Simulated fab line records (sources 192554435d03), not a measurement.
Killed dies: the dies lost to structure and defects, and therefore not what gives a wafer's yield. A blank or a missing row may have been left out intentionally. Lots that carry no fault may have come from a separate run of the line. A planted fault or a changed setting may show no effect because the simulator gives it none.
fab line records	flow n5Finfet
[record] lots = 3	wafers = 9	lastDay = 17
route steps=1938 shown BEOL_M4@1099 BEOL_M5@1112 BEOL_M13@1710 PASSIVATION@1936
lots that met no fault: from a run of the same line without faults
startH: the number of hours between the record's first day and the start of the first shown wafer of the lot	waitH: how many hours have passed since the lot's step before this one	" the same as in the row above	L1.1+2: one row covering several wafers at once	- no value, or no start was given	* or withheld: withheld	< > ~ a bound
route shown NAME@n: names a module that has steps shown in the file, with the first one's number in the route	usual: the fault-free wafers' mean and standard deviation	same: alike in all rows	chamber/n: place in a boat	sites: per-site readings	_std_site: their standard deviation	_edge_site: the outer-site mean with the inner-site mean subtracted	radiusMm: for every site, how far away it sits from the centre of the wafer	mask NAME#n: copy n	behind: the last tool/chamber to shape the wafer	hold: cause of the lot's hold/its duration in hours/its outcome	device: which transistor (n, p or np) failed to switch	end of line: tests of these same wafers at the route's end	where a step has no rows: the recipe by itself	killed: dies lost to structure and defects at the first sort, not the wafer's yield	map: shows each die of a wafer: x if killed, . if not, _ if none is there
set.NAME: the setting that was run; set.NAME@STEP: the one run at that earlier step	model.NAME: the simulator's own value behind a step, which no gauge read
lots at selected steps of the route; one table per step, one row per wafer
services: when a tool's chamber went out of use (startH, in hours from the record's first day, below 0 if earlier), for how many hours, and the reason
[[steps]]
[step N5_BEOL_M4_ANNEAL_95]
[recipe] tempC = 400	timeS = 240	ambient = vacuum
[step N5_BEOL_M4_SPUTTER_96]
[recipe] material = Cu	targetThkA = 45	tempC = -20	chamberPressurePa = 0.07	powerW = withheld	timeS = 8.29
[step N5_BEOL_M4_ECD_50]
[recipe] material = Cu	targetThkA = 3000
[step N5_BEOL_M4_ANNEAL_51]
[recipe] tempC = 225	timeS = 90	ambient = N2
[step N5_BEOL_M4_CMP_52]
[recipe] stopOn = SiOC	tOverpolishS = 6.8	downForcePsi = 1	platenRpm = 50	clearingPlatenDownForcePsi = 1.5	clearingPlatenRpm = 50	postCmpClean = cuAlkaline	targetThkNm = 40	clearingPlatenPadVelocityMS = 0.99484	padVelocityMS = 0.99484
[step N5_BEOL_M4_PRE_CLEAN_60]
[recipe] gas = NH3/H2	timeS = 15	tempC = *	rfPowerW = 300
[step N5_BEOL_M4_CO_CAP_55]
[recipe] material = Co	targetThkA = 20	tempC = 200	precursor = CCTBA/H2	pressureTorr = 30	timeS = 102.1
[step N5_BEOL_M4_PRE_CLEAN_56]
[recipe] gas = NH3	timeS = 15	tempC = withheld	rfPowerW = 300
[step N5_BEOL_M4_DEP_57]
[recipe] material = SiCN	targetThkA = 80	tempC = withheld	precursor = 3MS/NH3	pressureTorr = 3	rfW = 202	timeS = 14
[step N5_BEOL_M4_RC_MEAS_101]
[usual] DIBL_N = 37.2/2.5	DIBL_P = 38/3	IOFF_N = 0.17/0.044	IOFF_P = 0.24/0.059	ION_N = 667/13	ION_P = 461/7.9	SS_N = 71.8/0.86	SS_P = 73.6/0.92	VT_N = 250/4.1	VT_P = -249/3.9
lot.wafer	tool	chamber	startH	waitH	DIBL_N[mV/V]	DIBL_P[mV/V]	IOFF_N[nA/um]	IOFF_P[nA/um]	ION_N[uA/um]	ION_P[uA/um]	SS_N[mV/dec]	SS_P[mV/dec]	VT_N[mV]	VT_P[mV]
L598.3	prober-02	0	207.86	0.3	38.4	38	0.20	0.26	686	464	72.6	73.8	245	-245
L598.5	"	0	"	"	37.9	37	0.19	0.24	683	465	71.4	73.6	250	-248
L598.6	"	0	"	"	36.1	35	0.15	0.21	669	458	70.9	72.8	249	-250
L605.2	prober-02	0	269.25	0.2	43.7	45	0.33	0.36	689	465	74.4	75.6	242	-244
L605.3	"	0	"	"	34.9	36	0.13	0.18	669	461	71.2	72.6	253	-254
L605.6	"	0	"	"	40.3	41	0.22	0.26	678	459	73.8	74.3	249	-249
L611.1	prober-01	0	290.74	0.0	39.6	40	0.22	0.31	688	469	72.0	74.3	244	-244
L611.4	"	0	"	"	39.8	42	0.22	0.36	683	472	72.2	74.0	246	-240
L611.5	"	0	"	"	35.1	35	0.12	0.22	648	456	71.3	72.8	252	-249
[step N5_BEOL_M5_ILD_DEP_00]
[recipe] material = SiCOH_lowk	targetThkA = 1406.4	tempC = 300	precursor = DEMS/porogen	pressureTorr = 5	rfW = 500	timeS = 25.9
[step N5_BEOL_M5_CURE_79]
[recipe] tempC = 385	timeS = 240	ambient = He/Ar	material = SiCOH_lowk
[step N5_BEOL_M5_PECVD_70]
[recipe] material = SiO2	targetThkA = 160	tempC = 400	precursor = TEOS/O2	pressureTorr = 5.5	rfW = 450	teosFlowSccm = 53.8	gas = O2	flowSccm = 3000	timeS = 18
[step N5_BEOL_M5_HM_DEP_02]
[recipe] material = TiN	targetThkA = 200	tempC = 25	chamberPressurePa = 0.49996
[step N5_BEOL_M5_COAT_59]
[recipe] resist = SOC	tempC = 250	timeS = 60	spinRpm = 1500	resistThkNm = 60
[step N5_BEOL_M5_COAT_60]
[recipe] resist = SiARC	tempC = 220	timeS = 60	spinRpm = 1500	resistThkNm = 12
[step N5_BEOL_M5_COAT_71]
[recipe] resist = underlayer	tempC = 205	timeS = 60	spinRpm = 1500	resistThkNm = 5
[step N5_BEOL_M5_COAT_05]
[recipe] resist = CAR-EUV	spinRpm = 1500	resistThkNm = 30
[step N5_BEOL_M5_EBR_07]
[recipe] solvent = PGMEA	ebrWidthMm = 1.5
[step N5_BEOL_M5_SOFTBAKE_06]
[recipe] tempC = 110	timeS = 60	resist = CAR-EUV
[step N5_BEOL_M5_EXPOSE_08]
[recipe] maskId = M5	na = 0.33	sourceShape = annular	sigmaInner = 0.4	sigmaOuter = 0.8	polarization = unpolarized	targetCdNm = 28	doseMj = 35.75
[step N5_BEOL_M5_PEB_09]
[recipe] pebTempC = 100	pebTimeS = 60	resist = CAR-EUV
[step N5_BEOL_M5_DEVELOP_10]
[recipe] developTimeS = 30	developer = TMAH	resist = CAR-EUV	rinseLiquid = surfactantRinse	dry = airSpin	devTempC = 23
[step N5_BEOL_M5_DESCUM_16]
[recipe] chemistry = O2	timeS = 7	sourcePowerW = 50	biasPowerW = 20	pressureMtorr = 20	rfFrequencyHz = 2.712e+07	tempC = 40	resist = CAR-EUV	o2FlowSccm = 225
[step N5_BEOL_M5_ETCH_72]
[recipe] chemistry = N2/H2	target = underlayer	targetDepthA = 65	maskMaterial = CAR-EUV	timeS = 5.2	ionEnergyEv = 200	pressureMtorr = 30	sourceW = 840	biasW = 150	n2FlowSccm = 200	h2FlowSccm = 200	ends = cleared
[step N5_BEOL_M5_ETCH_61]
[recipe] chemistry = CF4	target = SiARC	targetDepthA = 156	maskMaterial = CAR-EUV	timeS = 26	ionEnergyEv = 80	pressureMtorr = 40	sourceW = 545	biasW = 36	Ar_flow_sccm = 100	cf4FlowSccm = 100	ends = cleared
[step N5_BEOL_M5_ETCH_62]
[recipe] chemistry = N2/H2	target = SOC	targetDepthA = 750	overetchA = 150	maskMaterial = SiARC	tempC = 40	timeS = 112.5	ionEnergyEv = 200	pressureMtorr = 30	sourceW = 840	biasW = 150	n2FlowSccm = 200	h2FlowSccm = 200
[step N5_BEOL_M5_STRIP_63]
[recipe] chemistry = N2/H2	tempC = 40	n2FlowSccm = 200	h2FlowSccm = 200	rfFrequencyHz = 6e+07
[step N5_BEOL_M5_STRIP_73]
[recipe] chemistry = N2/H2	tempC = 40	n2FlowSccm = 200	h2FlowSccm = 200	rfFrequencyHz = 6e+07
[step N5_BEOL_M5_STRIP_64]
[recipe] chemistry = CF4	resist = SiARC	powerW = 300	biasPowerW = 75	pressureMtorr = 50	cf4FlowSccm = 150	rfFrequencyHz = 6e+07
[step N5_BEOL_M5_HM_OPEN_17]
[recipe] chemistry = Cl2/BCl3	targetDepthA = 200	overetchA = 60	target = TiN	maskMaterial = SOC	ionEnergyEv = 150	pressureMtorr = 10	icpW = 1000	biasW = 126	Cl2_flow_sccm = 53.25	bcl3FlowSccm = 21.75	Ar_flow_sccm = 25
[step N5_BEOL_M5_STRIP_19]
[recipe] chemistry = O2	powerW = 400	tempC = 40	pressureMtorr = 30	rfFrequencyHz = 6e+07	biasPowerW = 0	overashFraction = 0.2	o2FlowSccm = 225
[step N5_BEOL_M5_COAT_65]
[recipe] resist = SOC	tempC = 250	timeS = 60	spinRpm = 1500	resistThkNm = 60
[step N5_BEOL_M5_COAT_66]
[recipe] resist = SiARC	tempC = 220	timeS = 60	spinRpm = 1500	resistThkNm = 12
[step N5_BEOL_M13_CMP_49]
[recipe] stopOn = SiOC	tOverpolishS = 17.1	downForcePsi = 1	platenRpm = 50	clearingPlatenDownForcePsi = 1.5	clearingPlatenRpm = 50	postCmpClean = cuAlkaline	targetThkNm = 420	clearingPlatenPadVelocityMS = 0.99484	padVelocityMS = 0.99484
[usual] barrierFieldEndpointS = 30.2/0.84	headPressurePsi = 0.9999/0.0021	motorCurrentA = 6.2/0.68	overpolishRunS = 17.102/0.0088	padLifeWafers = 1052/620
lot.wafer	tool	chamber	startH	waitH	barrierFieldEndpointS	headPressurePsi	motorCurrentA	overpolishRunS	padLifeWafers
L598.3	cmp-03	1	290.55	0.3	30.9	1.0026	5.0	17.101	1814
L598.5	"	3	"	"	30.6	0.9966	6.3	17.118	-
L598.6	"	0	"	"	29.5	1.0006	6.6	17.101	-
L605.3	cmp-03	3	345.41	0.2	31.1	0.9997	6.3	17.095	216
L605.2	"	2	"	"	60.9	1.0010	7.2	0.850	219
L605.6	"	3	"	"	60.3	0.9974	6.1	1.365	-
L611.4	cmp-02	0	366.12	0.2	30.5	1.0014	6.2	17.105	1052
L611.1	"	1	"	"	29.1	1.0002	7.1	17.100	1053
L611.5	"	2	"	"	29.2	1.0016	6.0	17.093	-
[step N5_BEOL_M13_THK_MEAS_50]
[recipe] thkMeasGauge = xrf	reads = Cu_of_BEOL_M13_ECD_47
[usual] M13_THK = 425/8.4
lot.wafer	tool	chamber	startH	waitH	M13_THK[nm]
L598.3	filmMetro-02	-	290.77	-	429
L598.5	"	-	"	"	432
L598.6	"	-	"	"	421
L605.2	filmMetro-01	-	345.71	-	802
L605.3	"	-	"	"	417
L605.6	"	-	"	"	765
L611.1	filmMetro-02	-	366.34	-	425
L611.4	"	-	"	"	422
L611.5	"	-	"	"	424
[step N5_BEOL_M13_INSPECT_55]
[recipe] inspectInstrument = darkfield	mode = postDep
[usual] rawDefectCount = 77/23
lot.wafer	tool	chamber	startH	waitH	rawDefectCount
L598.3	defectInspect-02	-	290.92	0.0	55
L598.5	"	-	"	"	68
L598.6	"	-	"	"	69
L605.2	defectInspect-01	-	345.86	0.0	3233
L605.3	"	-	"	"	113
L605.6	"	-	"	"	3132
L611.1	defectInspect-01	-	366.50	0.0	101
L611.4	"	-	"	"	129
L611.5	"	-	"	"	94
[step N5_PASSIVATION_PROBE_49]
[usual] defectLimitedYield = 91.5/1.4	killed_at_M0_to_M3 = 32/11	killed_at_M4_up = 12/4.4	killedAtContacts = 13/6.1	killedAtFrontEnd = 39/12	killedAtOther = 3.9/3	killedDies = 100/17	killedOnRim = 13/3.9	killedOpen = 66/12	killedShort = 33/7.4	sort_bin_4_leakage = 0.03/0.14	sort_bin_5_function = 5.0/0.95	sort_bin_6_memory = 3.2/0.66	sortNPass = 1079/17	sortYieldPct = 91.4/1.5
[same] grossDies = 1180	killedAtBackSide = 0	sort_bin_8_speed[%] = 0
lot.wafer	tool	chamber	startH	waitH	defectLimitedYield[%]	killed_at_M0_to_M3	killed_at_M4_up	killedAtContacts	killedAtFrontEnd	killedAtOther	killedDies	killedOnRim	killedOpen	killedShort	sort_bin_4_leakage[%]	sort_bin_5_function[%]	sort_bin_6_memory[%]	sortNPass	sortYieldPct[%]
L598.3	prober-01	-	322.74	0.1	90.6	51	12	16	24	8	111	12	74	36	0	5.6	3.6	1069	90.6
L598.5	prober-01	-	322.84	0.2	92.2	47	7	13	20	5	92	10	63	27	0	4.4	3.0	1088	92.2
L598.6	prober-01	-	322.89	0.3	93.7	23	7	19	20	5	74	13	50	23	0	3.6	2.5	1106	93.7
L605.2	prober-02	-	369.80	0.1	0	24	1105	22	27	2	1180	152	53	31	0	4.8	1.9	0	0
L605.3	prober-02	-	369.85	0.1	92.4	25	12	15	38	0	90	11	57	31	0	4.7	2.9	1090	92.4
L605.6	prober-02	-	370.00	0.3	0	17	1105	9	47	2	1180	152	56	34	0	4.3	2.9	0	0
L611.1	prober-02	-	396.72	0.0	94.5	17	16	13	14	5	65	12	50	15	0	3.2	2.2	1115	94.5
L611.4	prober-02	-	396.87	0.2	93.1	19	11	9	43	0	82	10	56	24	0.08	3.8	2.9	1097	93.0
L611.5	prober-02	-	396.92	0.2	93.3	22	13	15	26	3	79	12	55	23	0	3.8	2.9	1101	93.3
// killed by level:class
L598.3 BEOL_M0_SAQP:geometricParticle:short=13 BEOL_M3:geometricParticle:open=12 MOL_CONTACT_COAG:geometricParticle:open=12 BEOL_M0_SAQP:geometricParticle:open=10 BEOL_M2:geometricParticle:open=8 FIN_SAQP:geometricParticle:open=5 STI_FIN_REVEAL:geometricParticle:open=4 MOL_CONTACT_COAG:geometricParticle:short=4
L598.5 BEOL_M0_SAQP:geometricParticle:open=14 BEOL_M2:geometricParticle:open=13 BEOL_M0_SAQP:geometricParticle:short=11 MOL_CONTACT_COAG:geometricParticle:open=9 FIN_SAQP:geometricParticle:open=4 MOL_CONTACT_COAG:geometricParticle:short=4 BEOL_M3:geometricParticle:open=4 FIN_SAQP:geometricParticle:short=3
L598.6 MOL_CONTACT_COAG:geometricParticle:open=14 BEOL_M0_SAQP:geometricParticle:open=8 GATE_CUT:geometricParticle:short=5 MOL_CONTACT_COAG:geometricParticle:short=5 BEOL_M0:geometricParticle:open=5 STI_FIN_REVEAL:geometricParticle:open=4 BEOL_M0_SAQP:geometricParticle:short=4 GATE_CUT:geometricParticle:open=3
L605.2 BEOL_M13:areaCmp=1096 MOL_CONTACT_COAG:geometricParticle:open=19 BEOL_M3:geometricParticle:open=7 BEOL_M0:geometricParticle:open=6 FIN_SAQP:geometricParticle:short=5 FIN_CUT:geometricParticle:short=4 GATE_CUT:geometricParticle:short=4 BEOL_M3:geometricParticle:short=4
L605.3 MOL_CONTACT_COAG:geometricParticle:open=11 STI_FIN_REVEAL:geometricParticle:open=9 FIN_SAQP:geometricParticle:short=8 BEOL_M4:geometricParticle:open=6 BEOL_M0_SAQP:geometricParticle:open=5 BEOL_M2:geometricParticle:open=5 BEOL_M0:geometricParticle:open=4 ILD0:geometricParticle:short=4
L605.6 BEOL_M13:areaCmp=1088 STI_FIN_REVEAL:geometricParticle:open=10 FIN_SAQP:geometricParticle:open=8 MOL_CONTACT_COAG:geometricParticle:open=8 BEOL_M4:geometricParticle:open=7 FIN_SAQP:geometricParticle:short=6 STI_FIN_REVEAL:geometricParticle:short=6 BEOL_M1:geometricParticle:open=4
L611.1 MOL_CONTACT_COAG:geometricParticle:open=12 BEOL_M0_SAQP:geometricParticle:open=5 BEOL_M1:geometricParticle:open=4 BEOL_M3:geometricParticle:open=4 BEOL_M4:geometricParticle:open=4 GATE_CUT:geometricParticle:open=3 BEOL_M0_SAQP:geometricParticle:short=3 BEOL_M8:geometricParticle:open=3
L611.4 DUMMY_GATE:geometricParticle:open=11 GATE_CUT:geometricParticle:short=9 FIN_SAQP:geometricParticle:open=8 MOL_CONTACT_COAG:geometricParticle:open=7 BEOL_M0_SAQP:geometricParticle:open=5 BEOL_M3:geometricParticle:open=5 BEOL_M4:geometricParticle:open=4 STI_FIN_REVEAL:geometricParticle:open=3
L611.5 MOL_CONTACT_COAG:geometricParticle:open=15 STI_FIN_REVEAL:geometricParticle:open=8 DUMMY_GATE:geometricParticle:open=5 BEOL_M0_SAQP:geometricParticle:short=5 FIN_SAQP:geometricParticle:open=4 GATE_CUT:geometricParticle:short=4 BEOL_M0_SAQP:geometricParticle:open=4 BEOL_M4:geometricParticle:open=4
// map L605.2 (x killed, . not)
_________________xxxxxxxxxxxx________________
______________xxxxxxxxxxxxxxxxxx_____________
___________xxxxxxxxxxxxxxxxxxxxxxxx__________
__________xxxxxxxxxxxxxxxxxxxxxxxxxx_________
________xxxxxxxxxxxxxxxxxxxxxxxxxxxxxx_______
_______xxxxxxxxxxxxxxxxxxxxxxxxxxxxxxxx______
______xxxxxxxxxxxxxxxxxxxxxxxxxxxxxxxxxx_____
_____xxxxxxxxxxxxxxxxxxxxxxxxxxxxxxxxxxxx____
____xxxxxxxxxxxxxxxxxxxxxxxxxxxxxxxxxxxxxx___
___xxxxxxxxxxxxxxxxxxxxxxxxxxxxxxxxxxxxxxxx__
___xxxxxxxxxxxxxxxxxxxxxxxxxxxxxxxxxxxxxxxx__
__xxxxxxxxxxxxxxxxxxxxxxxxxxxxxxxxxxxxxxxxxx_
__xxxxxxxxxxxxxxxxxxxxxxxxxxxxxxxxxxxxxxxxxx_
_xxxxxxxxxxxxxxxxxxxxxxxxxxxxxxxxxxxxxxxxxxxx
_xxxxxxxxxxxxxxxxxxxxxxxxxxxxxxxxxxxxxxxxxxxx
_xxxxxxxxxxxxxxxxxxxxxxxxxxxxxxxxxxxxxxxxxxxx
_xxxxxxxxxxxxxxxxxxxxxxxxxxxxxxxxxxxxxxxxxxxx
_xxxxxxxxxxxxxxxxxxxxxxxxxxxxxxxxxxxxxxxxxxxx
_xxxxxxxxxxxxxxxxxxxxxxxxxxxxxxxxxxxxxxxxxxxx
_xxxxxxxxxxxxxxxxxxxxxxxxxxxxxxxxxxxxxxxxxxxx
_xxxxxxxxxxxxxxxxxxxxxxxxxxxxxxxxxxxxxxxxxxxx
__xxxxxxxxxxxxxxxxxxxxxxxxxxxxxxxxxxxxxxxxxx_
__xxxxxxxxxxxxxxxxxxxxxxxxxxxxxxxxxxxxxxxxxx_
___xxxxxxxxxxxxxxxxxxxxxxxxxxxxxxxxxxxxxxxx__
___xxxxxxxxxxxxxxxxxxxxxxxxxxxxxxxxxxxxxxxx__
____xxxxxxxxxxxxxxxxxxxxxxxxxxxxxxxxxxxxxx___
_____xxxxxxxxxxxxxxxxxxxxxxxxxxxxxxxxxxxx____
______xxxxxxxxxxxxxxxxxxxxxxxxxxxxxxxxxx_____
_______xxxxxxxxxxxxxxxxxxxxxxxxxxxxxxxx______
________xxxxxxxxxxxxxxxxxxxxxxxxxxxxxx_______
__________xxxxxxxxxxxxxxxxxxxxxxxxxx_________
___________xxxxxxxxxxxxxxxxxxxxxxxx__________
______________xxxxxxxxxxxxxxxxxx_____________
_________________xxxxxxxxxxxx________________
// map L598.3 (x killed, . not)
_________________............________________
______________........x..xx....._____________
___________........................__________
__________........x.x......x........_________
________...x.....x...x................_______
_______................x...............______
______.....x.................xxx.......x_____
_____x..x...........x....x..........xx...____
____..x..x.......x........................___
___...............................x.......x__
___........................x.....x....x....__
__..........x...........................x..._
__...x.x...x...x............................_
_...x........................................
_..x........xx.x....x........................
_.....x......................................
_..............xx..........x......x...x...x..
_...x..x..........x..x.....x..x..x.......x...
_....................xx................x.....
_....................xxx....x...........x....
_........................x.....x.............
__......x...x............x................x._
__...........................x...x......x..._
___..........x....................x..xx....__
___.....................x....x.............__
____....x.x......x...x........x........x..___
_____.....xx.................x...........____
______.xx.............x.......x...x.x..._____
_______.......x..............x.x....xx.______
________xxx........x....x.........x..._______
__________.........................._________
___________...x..................x.__________
______________.x..x...x........._____________
_________________.......x....________________
[[services]]
tool	chamber	startH	hours	kind
cmp-03	-	311.23	4.0	pm
cmp-03	-	315.23	-	consumableReplace:conditioner
cmp-03	-	315.23	-	consumableReplace:pad
cmp-03	-	337.01	3.0	pm
cmp-03	-	353.25	6.8	pm
cmp-03	-	360.92	2.5	repair
[[key]]
[firstSign] step = N5_BEOL_M13_CMP_49	reading = overpolishRunS	direction = down	sigmas = 99+	usual = 17.102	struck = 1.108
[effect] step = N5_BEOL_M13_CMP_49	reading = barrierFieldEndpointS	direction = up	sigmas = 36	usual = 30.2	struck = 60.6
[effect] step = N5_BEOL_M13_THK_MEAS_50	reading = M13_THK	direction = up	sigmas = 43	usual = 425	struck = 784
[effect] step = N5_BEOL_M13_INSPECT_55	reading = rawDefectCount	direction = up	sigmas = 99+	usual = 77	struck = 3182
[effect] step = N5_PASSIVATION_PROBE_49	reading = killed_at_M4_up	direction = up	sigmas = 99+	usual = 12	struck = 1105
[moreKillsBornAt] N5_BEOL_M13_CMP_49@cmp-03 = 2184
metAt N5_BEOL_M13_CMP_49
struckWafers L605.2,L605.6
laterRowsLeftOut L605.2,L605.6
onsetBetween 290.55 345.41
[fault] kind = processParameterDrift	tool = cmp-03	chamber = -	onsetH = 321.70	steps = N5_BEOL_M13_CMP_49	channel = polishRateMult	offset = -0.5	shape = step	endH = 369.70	scope = struckWafersOnly
// laterRowsLeftOut: the simulator's readings of these wafers behind a module that went badly wrong aren't trusted and aren't shown, but for the sort
